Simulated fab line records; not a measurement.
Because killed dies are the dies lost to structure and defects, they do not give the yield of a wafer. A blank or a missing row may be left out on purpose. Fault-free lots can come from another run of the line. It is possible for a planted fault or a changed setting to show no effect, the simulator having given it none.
Chamber matching    flow nand harc    cmp-04 running NHARC_A_BONDPAD_CMP_29: 4 sister chambers
The step polishes SiCN, target thk 200 nm. 4 wafers are shown with their chamber, then 7 later ones without.

WAFERS, EACH WITH ITS CHAMBER
wafer   chamber  motor current A (A)
L382.6  0        14.9
L384.4  2        12.0
L388.2  3        10.9
L388.3  1        11.1

WAFERS WITHOUT THEIR CHAMBER
wafer   motor current A (A)
L388.6  12.3
L391.4  14.6
L391.5  10.7
L391.6  13.8
L396.1  12.2
L396.2  10.7
L396.6  11.1

WHICH CHAMBER EACH ONE RAN IN
wafer   from the rows above           in truth
L388.6  can't be placed: 2 or 1       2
L391.4  0                             0
L391.5  can't be placed: 3 or 1       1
L391.6  can't be placed: 0 or 2       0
L396.1  can't be placed: 2 or 1       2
L396.2  can't be placed: 3 or 1       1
L396.6  can't be placed: 1 or 3 or 2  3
Correctly placed: 1 of 7. These rows do not allow placing 6 (true chamber among the candidates in 6). Wrongly placed: 0.
How it was worked out, from the rows above alone: a wafer's distance from a chamber is the root of the sum, over the readings, of the square of ((its reading less the chamber's mean) divided by the reading's scatter). The wafer belongs to the nearest chamber; if the next one is less than 2 further off, it can't be placed. The mean given for a chamber averages the wafers shown for that chamber. The scatter: with one shown wafer a chamber, the root of the mean of the squares of how far each hidden wafer lies from its nearest shown one.
